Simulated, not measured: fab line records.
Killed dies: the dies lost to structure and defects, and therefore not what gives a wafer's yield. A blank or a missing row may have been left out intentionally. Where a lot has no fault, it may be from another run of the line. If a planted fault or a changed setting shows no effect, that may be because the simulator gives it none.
Chamber matching    flow n5 finfet    N5_FIN_SAQP_HM_DEP_03 on pecvd-03: 3 sister chambers
The step deposits SiNx from SiH4/NH3/N2, target thk 38 nm, time 33.6 s. 3 wafers are shown with their chamber, then 8 later ones without.

## WAFERS PAIRED WITH THEIR CHAMBERS
wafer   chamber  showerhead plenum p Torr (Torr)
L088.3  0        5.24
L091.4  2        5.21
L092.2  1        5.12

## WAFERS WITH NO CHAMBER GIVEN
wafer   showerhead plenum p Torr (Torr)
L092.4  5.21
L092.6  5.25
L093.1  5.24
L093.4  5.10
L093.6  5.23
L096.2  5.24
L096.3  5.26
L096.5  5.24

## THE CHAMBER EACH PASSED THROUGH
wafer   from the rows above      in truth
L092.4  2                        2
L092.6  0                        0
L093.1  0                        0
L093.4  1                        1
L093.6  can't be placed: 0 or 2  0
L096.2  0                        0
L096.3  0                        0
L096.5  0                        0
7 of 8 placed correctly. Cannot be placed on the basis of these rows: 1; the candidates contain the true chamber in 1. Number placed wrongly: 0.
How it was worked out, from the rows above alone: a wafer's distance from a chamber is the root of the sum, over the readings, of the square of ((its reading less the chamber's mean) divided by the reading's scatter). If the next closest chamber is less than 2 further off than the closest, the wafer can't be placed; otherwise it belongs to the closest. For every chamber, the mean is computed from those of its wafers that are shown. The scatter: with one shown wafer a chamber, the root of the mean of the squares of how far each hidden wafer lies from its nearest shown one.
